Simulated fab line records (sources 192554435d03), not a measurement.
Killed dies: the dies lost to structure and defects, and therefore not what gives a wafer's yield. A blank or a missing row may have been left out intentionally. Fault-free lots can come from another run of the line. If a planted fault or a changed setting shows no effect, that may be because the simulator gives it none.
What tool caused it? :: flow n5Finfet :: 24 wafers from 8 lots sampled at 9 of the route's 1938 steps

== WHAT EACH GAUGE READ, for each wafer ==
N5_PMOS_HMC_CHANNEL_EPI_CD_MEAS_09 targets a cd of 237.4 nm. Usual: cdNm 237.3 nm, standard deviation 0.83.
lot: L457
measured: day 2 01:18
on: cdSem-03
cdNm (nm): 237.5 237.1 236.8
flag: 

lot: L459
measured: day 2 12:10
on: cdSem-01
cdNm (nm): 238.3 238.4 238.3
flag: 

lot: L461
measured: day 2 23:06
on: cdSem-02
cdNm (nm): 237.7 237.6 237.3
flag: 

lot: L466
measured: day 4 05:15
on: cdSem-02
cdNm (nm): 237.4 237.3 237.5
flag: 

lot: L467
measured: day 4 11:51
on: cdSem-02
cdNm (nm): 236.0 236.8 237.4
flag: 

lot: L470
measured: day 5 05:40
on: cdSem-02
cdNm (nm): 238.8 238.5 238.6
flag: 

lot: L471
measured: day 5 11:14
on: cdSem-01
cdNm (nm): 236.5 236.1 237.1
flag: 

lot: L479
measured: day 7 11:29
on: cdSem-03
cdNm (nm): 239.0 238.7 238.6
flag: 

N5_PMOS_HMC_CHANNEL_EPI_INSPECT_30: inspects for defects (darkfield). Usual: rawDefectCount 18, standard deviation 5.3.
lot: L457
measured: day 2 04:10
on: defectInspect-01
rawDefectCount: 20 27 25
flag: 

lot: L459
measured: day 2 15:13
on: defectInspect-02
rawDefectCount: 18 25 23
flag: 

lot: L461
measured: day 3 02:14
on: defectInspect-01
rawDefectCount: 16 17 13
flag: 

lot: L466
measured: day 4 08:59
on: defectInspect-02
rawDefectCount: 549 501 507
flag: OFF

lot: L467
measured: day 4 15:13
on: defectInspect-02
rawDefectCount: 494 504 466
flag: OFF

lot: L470
measured: day 5 09:01
on: defectInspect-02
rawDefectCount: 14 16 23
flag: 

lot: L471
measured: day 5 14:34
on: defectInspect-02
rawDefectCount: 14 25 16
flag: 

lot: L479
measured: day 7 15:03
on: defectInspect-01
rawDefectCount: 16 16 22
flag: 

N5_FIN_SAQP_THK_MEAS_05. Usual: thkNm 38.0 nm, standard deviation 0.5.
lot: L457
measured: day 2 04:49
on: filmMetro-01
thkNm (nm): 37.5 38.1 37.7
flag: 

lot: L459
measured: day 2 16:04
on: filmMetro-01
thkNm (nm): 38.0 38.0 38.1
flag: 

lot: L461
measured: day 3 03:07
on: filmMetro-02
thkNm (nm): 37.4 38.2 38.1
flag: 

lot: L466
measured: day 4 09:47
on: filmMetro-02
thkNm (nm): 37.7 38.4 38.5
flag: 

lot: L467
measured: day 4 16:32
on: filmMetro-02
thkNm (nm): 37.9 38.0 38.4
flag: 

lot: L470
measured: day 5 09:39
on: filmMetro-02
thkNm (nm): 38.0 38.9 38.9
flag: 

lot: L471
measured: day 5 15:13
on: filmMetro-01
thkNm (nm): 37.0 36.9 37.6
flag: 

lot: L479
measured: day 7 15:41
on: filmMetro-02
thkNm (nm): 38.2 38.1 38.5
flag: 

N5_FIN_SAQP_INSPECT_18: inspects for defects (brightfield). Usual: rawDefectCount 400, standard deviation 110.
lot: L457
measured: day 2 05:35
on: defectInspect-02
rawDefectCount: 365 462 425
flag: 

lot: L459
measured: day 2 16:50
on: defectInspect-02
rawDefectCount: 504 305 292
flag: 

lot: L461
measured: day 3 03:44
on: defectInspect-02
rawDefectCount: 524 433 509
flag: 

lot: L466
measured: day 4 10:32
on: defectInspect-02
rawDefectCount: 838 1164 877
flag: OFF

lot: L467
measured: day 4 17:18
on: defectInspect-01
rawDefectCount: 751 787 739
flag: OFF

lot: L470
measured: day 5 10:25
on: defectInspect-02
rawDefectCount: 408 473 576
flag: 

lot: L471
measured: day 5 15:58
on: defectInspect-02
rawDefectCount: 643 758 644
flag: 

lot: L479
measured: day 7 16:26
on: defectInspect-01
rawDefectCount: 406 326 426
flag: 

N5_FIN_SAQP_INSPECT_40: inspects for defects (brightfield). Usual: rawDefectCount 212, standard deviation 53.
lot: L457
measured: day 2 09:57
on: defectInspect-02
rawDefectCount: 174 224 218
flag: 

lot: L459
measured: day 2 21:25
on: defectInspect-02
rawDefectCount: 193 147 179
flag: 

lot: L461
measured: day 3 08:13
on: defectInspect-01
rawDefectCount: 242 221 272
flag: 

lot: L466
measured: day 4 16:05
on: defectInspect-01
rawDefectCount: 749 811 790
flag: OFF

lot: L467
measured: day 5 00:05
on: defectInspect-02
rawDefectCount: 605 723 626
flag: OFF

lot: L470
measured: day 5 14:38
on: defectInspect-01
rawDefectCount: 348 315 265
flag: 

lot: L471
measured: day 5 20:29
on: defectInspect-01
rawDefectCount: 193 153 231
flag: 

lot: L479
measured: day 7 21:35
on: defectInspect-01
rawDefectCount: 251 248 220
flag: 

N5_FIN_CUT_INSPECT_10: inspects for defects (brightfield). Usual: rawDefectCount 40, standard deviation 9.9.
lot: L457
measured: day 2 10:21
on: defectInspect-02
rawDefectCount: 38 30 38
flag: 

lot: L459
measured: day 2 21:56
on: defectInspect-01
rawDefectCount: 42 28 29
flag: 

lot: L461
measured: day 3 08:45
on: defectInspect-02
rawDefectCount: 28 45 57
flag: 

lot: L466
measured: day 4 16:35
on: defectInspect-01
rawDefectCount: 565 554 532
flag: OFF

lot: L467
measured: day 5 00:35
on: defectInspect-01
rawDefectCount: 497 518 491
flag: OFF

lot: L470
measured: day 5 15:08
on: defectInspect-01
rawDefectCount: 43 53 31
flag: 

lot: L471
measured: day 5 21:01
on: defectInspect-02
rawDefectCount: 39 24 42
flag: 

lot: L479
measured: day 7 22:06
on: defectInspect-02
rawDefectCount: 51 48 47
flag: 

N5_BEOL_M4_RC_MEAS_101. Usual: DIBL_N 35.9 mV/V, standard deviation 1.4; DIBL_P 35.9 mV/V, standard deviation 1.7; IOFF_N 0.155 nA/um, standard deviation 0.023; IOFF_P 0.201 nA/um, standard deviation 0.029; ION_N 672 uA/um, standard deviation 8.8; ION_P 460 uA/um, standard deviation 7; SS_N 71.6 mV/dec, standard deviation 0.48; SS_P 73.1 mV/dec, standard deviation 0.64; VT_N 250.0 mV, standard deviation 3; VT_P -251.6 mV, standard deviation 3.
lot: L457
measured: day 8 04:57
on: prober-02
DIBL_N (mV/V): 34.9 34.1 35.3
DIBL_P (mV/V): 33.6 33.5 35.0
IOFF_N (nA/um): 0.130 0.120 0.145
IOFF_P (nA/um): 0.184 0.181 0.213
ION_N (uA/um): 652 660 664
ION_P (uA/um): 452 455 463
SS_N (mV/dec): 71.9 71.0 71.7
SS_P (mV/dec): 72.2 72.6 72.7
VT_N (mV): 256.1 254.3 251.9
VT_P (mV): -249.7 -250.7 -250.3
flag: 

lot: L459
measured: day 9 02:19
on: prober-02
DIBL_N (mV/V): 36.2 37.7 35.9
DIBL_P (mV/V): 35.5 36.6 35.5
IOFF_N (nA/um): 0.143 0.163 0.145
IOFF_P (nA/um): 0.188 0.202 0.190
ION_N (uA/um): 669 666 674
ION_P (uA/um): 458 456 462
SS_N (mV/dec): 71.7 72.1 71.3
SS_P (mV/dec): 72.4 73.5 72.6
VT_N (mV): 251.5 251.0 250.1
VT_P (mV): -255.1 -252.9 -252.0
flag: 

lot: L461
measured: day 8 23:53
on: prober-01
DIBL_N (mV/V): 32.8 35.5 35.6
DIBL_P (mV/V): 34.9 37.1 37.1
IOFF_N (nA/um): 0.126 0.165 0.161
IOFF_P (nA/um): 0.168 0.200 0.208
ION_N (uA/um): 663 671 668
ION_P (uA/um): 453 456 459
SS_N (mV/dec): 71.3 71.5 72.1
SS_P (mV/dec): 73.3 73.6 73.6
VT_N (mV): 254.2 250.1 251.3
VT_P (mV): -257.0 -254.1 -250.2
flag: 

lot: L466
measured: day 11 03:59
on: prober-01
DIBL_N (mV/V): 34.5 37.0 35.2
DIBL_P (mV/V): 35.1 37.8 35.1
IOFF_N (nA/um): 0.126 0.169 0.134
IOFF_P (nA/um): 0.184 0.221 0.179
ION_N (uA/um): 654 685 661
ION_P (uA/um): 457 474 460
SS_N (mV/dec): 71.1 71.7 70.8
SS_P (mV/dec): 72.0 73.6 72.5
VT_N (mV): 255.7 249.0 250.9
VT_P (mV): -250.0 -250.5 -252.3
flag: 

lot: L467
measured: day 11 08:32
on: prober-01
DIBL_N (mV/V): 33.6 34.7 33.2
DIBL_P (mV/V): 36.2 37.1 35.7
IOFF_N (nA/um): 0.151 0.157 0.140
IOFF_P (nA/um): 0.208 0.220 0.197
ION_N (uA/um): 674 673 665
ION_P (uA/um): 467 465 463
SS_N (mV/dec): 71.8 71.6 71.6
SS_P (mV/dec): 72.9 74.4 73.1
VT_N (mV): 248.0 249.8 250.3
VT_P (mV): -249.2 -249.0 -251.5
flag: 

lot: L470
measured: day 11 12:03
on: prober-01
DIBL_N (mV/V): 36.9 37.7 36.5
DIBL_P (mV/V): 36.8 37.6 35.2
IOFF_N (nA/um): 0.183 0.198 0.170
IOFF_P (nA/um): 0.244 0.260 0.227
ION_N (uA/um): 684 671 670
ION_P (uA/um): 467 463 461
SS_N (mV/dec): 72.1 72.6 72.4
SS_P (mV/dec): 74.0 73.6 73.7
VT_N (mV): 246.3 244.0 248.2
VT_P (mV): -249.6 -246.0 -249.3
flag: 

lot: L471
measured: day 12 10:29
on: prober-02
DIBL_N (mV/V): 35.5 36.6 37.5
DIBL_P (mV/V): 36.6 37.4 38.9
IOFF_N (nA/um): 0.145 0.164 0.188
IOFF_P (nA/um): 0.221 0.237 0.267
ION_N (uA/um): 674 683 684
ION_P (uA/um): 471 474 476
SS_N (mV/dec): 71.6 72.0 71.8
SS_P (mV/dec): 73.2 73.5 73.9
VT_N (mV): 250.0 247.9 245.9
VT_P (mV): -247.2 -245.8 -244.8
flag: 

lot: L479
measured: day 13 23:38
on: prober-02
DIBL_N (mV/V): 35.6 34.9 33.5
DIBL_P (mV/V): 34.0 34.2 32.8
IOFF_N (nA/um): 0.141 0.131 0.113
IOFF_P (nA/um): 0.186 0.198 0.168
ION_N (uA/um): 649 668 654
ION_P (uA/um): 448 462 454
SS_N (mV/dec): 71.7 71.1 71.0
SS_P (mV/dec): 72.6 73.4 72.6
VT_N (mV): 255.4 250.9 256.9
VT_P (mV): -253.7 -251.9 -252.6
flag: 

== WHAT TOOL EACH LOT RAN ON (gives the tool, then ch and the chambers of the sampled wafers, and finally the start) ==
lot: L457
N5_PMOS_HMC_CHANNEL_EPI_STRIP_33: rieDiel-03 ch 0,2,3, day 2 01:31
N5_PMOS_HMC_CHANNEL_EPI_CMP_21: cmp-04 ch 2,3, day 2 03:23

lot: L459
N5_PMOS_HMC_CHANNEL_EPI_STRIP_33: rieDiel-04 ch 0,2, day 2 12:23
N5_PMOS_HMC_CHANNEL_EPI_CMP_21: cmp-04 ch 1,2,3, day 2 14:31

lot: L461
N5_PMOS_HMC_CHANNEL_EPI_STRIP_33: rieDiel-03 ch 0,1,2, day 2 23:35
N5_PMOS_HMC_CHANNEL_EPI_CMP_21: cmp-03 ch 2,3, day 3 01:28

lot: L466
N5_PMOS_HMC_CHANNEL_EPI_STRIP_33: rieDiel-04 ch 0,2, day 4 05:58
N5_PMOS_HMC_CHANNEL_EPI_CMP_21: cmp-04 ch 2,3, day 4 08:12

lot: L467
N5_PMOS_HMC_CHANNEL_EPI_STRIP_33: rieDiel-03 ch 1,2, day 4 12:11
N5_PMOS_HMC_CHANNEL_EPI_CMP_21: cmp-04 ch 0,2,3, day 4 14:31

lot: L470
N5_PMOS_HMC_CHANNEL_EPI_STRIP_33: rieDiel-04 ch 0,1,3, day 5 05:53
N5_PMOS_HMC_CHANNEL_EPI_CMP_21: cmp-01 ch 0,2,3, day 5 08:13

lot: L471
N5_PMOS_HMC_CHANNEL_EPI_STRIP_33: rieDiel-01 ch 1,2,3, day 5 11:28
N5_PMOS_HMC_CHANNEL_EPI_CMP_21: cmp-01 ch 0,1,2, day 5 13:41

lot: L479
N5_PMOS_HMC_CHANNEL_EPI_STRIP_33: rieDiel-01 ch 2,3, day 7 12:20
N5_PMOS_HMC_CHANNEL_EPI_CMP_21: cmp-03 ch 0,1,3, day 7 14:13
- N5_PMOS_HMC_CHANNEL_EPI_STRIP_33: strips in N2/H2.
- N5_PMOS_HMC_CHANNEL_EPI_CMP_21: polishes SiGe30, target thk 54 nm.

== AS READ BY THE TOOLS THEMSELVES (means over the sampled wafers that have a number; for cases with no such wafer, the mark the record gives instead) ==
N5_PMOS_HMC_CHANNEL_EPI_STRIP_33. Usual: drypumpMotorCurrentA 5.9 A, standard deviation 0.62; oesProductAu 0.74 a.u., standard deviation 0.066; rfVppV 54.2 V, standard deviation 1.6; showerheadPlenumPTorr 3.36 Torr, standard deviation 0.12; throttleValvePct 18.9 %, standard deviation 0.34.
lot: L457
tool: rieDiel-03
drypumpMotorCurrentA (A): 5.7
oesProductAu (a.u.): 0.75
rfVppV (V): 54.2
showerheadPlenumPTorr (Torr): 3.26
throttleValvePct (%): 19.0
flag: 

lot: L459
tool: rieDiel-04
drypumpMotorCurrentA (A): 5.9
oesProductAu (a.u.): 0.76
rfVppV (V): 53.8
showerheadPlenumPTorr (Torr): 3.40
throttleValvePct (%): 19.2
flag: 

lot: L461
tool: rieDiel-03
drypumpMotorCurrentA (A): 5.6
oesProductAu (a.u.): 0.76
rfVppV (V): 55.1
showerheadPlenumPTorr (Torr): 3.37
throttleValvePct (%): 19.0
flag: 

lot: L466
tool: rieDiel-04
drypumpMotorCurrentA (A): 5.6
oesProductAu (a.u.): 0.77
rfVppV (V): 53.9
showerheadPlenumPTorr (Torr): 3.45
throttleValvePct (%): 19.2
flag: 

lot: L467
tool: rieDiel-03
drypumpMotorCurrentA (A): 5.7
oesProductAu (a.u.): 0.75
rfVppV (V): 55.0
showerheadPlenumPTorr (Torr): 3.41
throttleValvePct (%): 19.3
flag: 

lot: L470
tool: rieDiel-04
drypumpMotorCurrentA (A): 5.9
oesProductAu (a.u.): 0.73
rfVppV (V): 54.2
showerheadPlenumPTorr (Torr): 3.38
throttleValvePct (%): 18.8
flag: 

lot: L471
tool: rieDiel-01
drypumpMotorCurrentA (A): 5.8
oesProductAu (a.u.): 0.73
rfVppV (V): 53.2
showerheadPlenumPTorr (Torr): 3.34
throttleValvePct (%): 19.0
flag: 

lot: L479
tool: rieDiel-01
drypumpMotorCurrentA (A): 6.4
oesProductAu (a.u.): 0.74
rfVppV (V): 53.7
showerheadPlenumPTorr (Torr): 3.27
throttleValvePct (%): 18.9
flag: 

N5_PMOS_HMC_CHANNEL_EPI_CMP_21. Usual: motorCurrentA 12.0 A, standard deviation 0.86.
lot: L457
tool: cmp-04
motorCurrentA (A): 12.1
flag: 

lot: L459
tool: cmp-04
motorCurrentA (A): 12.3
flag: 

lot: L461
tool: cmp-03
motorCurrentA (A): 12.8
flag: 

lot: L466
tool: cmp-04
motorCurrentA (A): 12.5
flag: 

lot: L467
tool: cmp-04
motorCurrentA (A): 11.9
flag: 

lot: L470
tool: cmp-01
motorCurrentA (A): 11.6
flag: 

lot: L471
tool: cmp-01
motorCurrentA (A): 11.3
flag: 

lot: L479
tool: cmp-03
motorCurrentA (A): 13.0
flag: 

== THE ANSWER, worked out from the rows above alone ==
Rule: a lot is off if the mean of its wafers that have a number lies more than 3 standard deviations from the usual mean. Also off: a lot with no number at a reading for which 4 or more lots have one. The other lots that the step has rows for count as sound. Order of review: gauges by route order, followed by the tools' own readings, for which a lot's mean as printed above is used. The first step at which some lot is off is used, and at that step the reading that is off furthest; a lot without a number counts as furthest.
Off: L466, L467, at N5_PMOS_HMC_CHANNEL_EPI_INSPECT_30 (rawDefectCount).
If a tool, at a process step before that reading, ran all the lots that are off and no sound lot after the first of them, it fits. Not tried: the gauges at N5_PMOS_HMC_CHANNEL_EPI_INSPECT_30; whatever is off there is also off at N5_FIN_CUT_INSPECT_10, on other tools, and gauge error can't account for it. One fits: cmp-04 at N5_PMOS_HMC_CHANNEL_EPI_CMP_21. Its last sound lot is L459 (day 2 14:31), its first lot that is off L466 (day 4 08:12): a fault that began between those two fits.

== WHAT THE SIMULATOR HAD PUT IN ==
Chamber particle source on cmp-04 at N5_PMOS_HMC_CHANNEL_EPI_CMP_21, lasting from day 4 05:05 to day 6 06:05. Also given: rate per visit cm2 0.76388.
Lots struck among those shown: L466, L467. The same result came from the rule above.
